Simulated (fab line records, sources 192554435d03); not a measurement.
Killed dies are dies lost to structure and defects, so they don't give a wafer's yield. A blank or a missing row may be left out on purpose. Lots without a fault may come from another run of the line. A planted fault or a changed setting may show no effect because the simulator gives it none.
Which tool did it? | flow n5_finfet | 12 lots, 36 wafers sampled, at 1 step of a route of 1938

WHAT THE GAUGES READ, wafer by wafer
N5_BEOL_M1_OVL_MEAS_29.
lot  | measured     | on         | V0_OVL (nm)
L076 | day 6 15:14  | overlay-02 | 0.1 0.8 0.7
L077 | day 7 06:15  | overlay-02 | 1.3 0.6 1.6
L079 | day 7 10:07  | overlay-02 | -0.8 -0.8 -0.3
L081 | day 7 22:48  | overlay-01 | -0.2 -0.6 -0.4
L083 | day 8 04:13  | overlay-02 | -0.3 -0.3 -0.3
L085 | day 9 02:47  | overlay-02 | 1.2 0.8 1.9
L087 | day 9 09:51  | overlay-02 | -0.3 -0.3 0.0
L089 | day 10 02:00 | overlay-02 | -0.3 0.1 -0.6
L091 | day 10 11:07 | overlay-01 | -0.3 0.3 -0.5
L093 | day 11 02:09 | overlay-01 | -0.2 0.9 0.6
L095 | day 11 12:08 | overlay-01 | 1.3 0.5 0.6
L097 | day 11 23:28 | overlay-01 | 0.5 0.5 1.2

WHICH TOOL RAN EACH LOT (tool, then ch and the chambers of the sampled wafers, then the start)
The record holds no process step before these readings.

THE ANSWER, worked out from the rows above alone
Rule: what is usual is taken from the lots themselves. Put in order of their means at a reading, lots are off if they are a third of the lots or fewer, leave a main group of 4 or more, and stand apart from it by a gap of 3 or more times the standard deviation of the main group's means; of several such gaps the widest counts. A main group whose means are all the same, to the digits that the tables above print for the reading, isn't used. A lot without any number at a reading at which 4 lots or more have one is off too. The other lots that the step has rows for count as sound.
No lot is off at any reading shown: from this, nothing can be told.

WHAT THE SIMULATOR HAD PUT IN
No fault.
